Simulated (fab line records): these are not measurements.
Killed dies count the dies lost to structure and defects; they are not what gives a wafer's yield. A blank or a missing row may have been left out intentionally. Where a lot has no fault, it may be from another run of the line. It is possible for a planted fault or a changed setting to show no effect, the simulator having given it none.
Matching of chambers	flow n5Finfet	N5_HKMG_FIN_ALD_71 on aldMetal-02 has 4 sister chambers
The step deposits TiN, target thk 1 nm, pulse time 1 s, purge time 3 s. 4 wafers are shown with their chamber, then 7 later ones without.

WAFERS WITH THEIR CHAMBER
wafer	chamber	heaterPowerW (W)
L076.5	1	740
L081.5	2	811
L084.2	0	917
L084.3	3	961

WAFERS WITHOUT THEIR CHAMBER
wafer	heaterPowerW (W)
L084.4	732
L087.2	934
L087.3	794
L087.6	729
L091.2	739
L091.4	949
L091.5	788

WHICH CHAMBER EACH WENT THROUGH
wafer	from the rows above	in truth
L084.4	1	1
L087.2	can't be placed: 0 or 3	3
L087.3	2	2
L087.6	1	1
L091.2	1	1
L091.4	can't be placed: 3 or 0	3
L091.5	can't be placed: 2 or 1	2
Correctly placed: 4 of 7. Unplaceable from these rows: 3, with the true chamber sitting among the candidates in 3. 0 placed wrongly.
How it was worked out, from the rows above alone: a wafer's distance from a chamber is the root of the sum, over the readings, of the square of ((its reading less the chamber's mean) divided by the reading's scatter). The wafer belongs to the nearest chamber; if the next one is less than 2 further off, it can't be placed. Each chamber's mean is taken over the wafers shown for it. The scatter (one wafer shown for each chamber): square how far every hidden wafer sits from the nearest shown wafer, average those squares and take the square root.
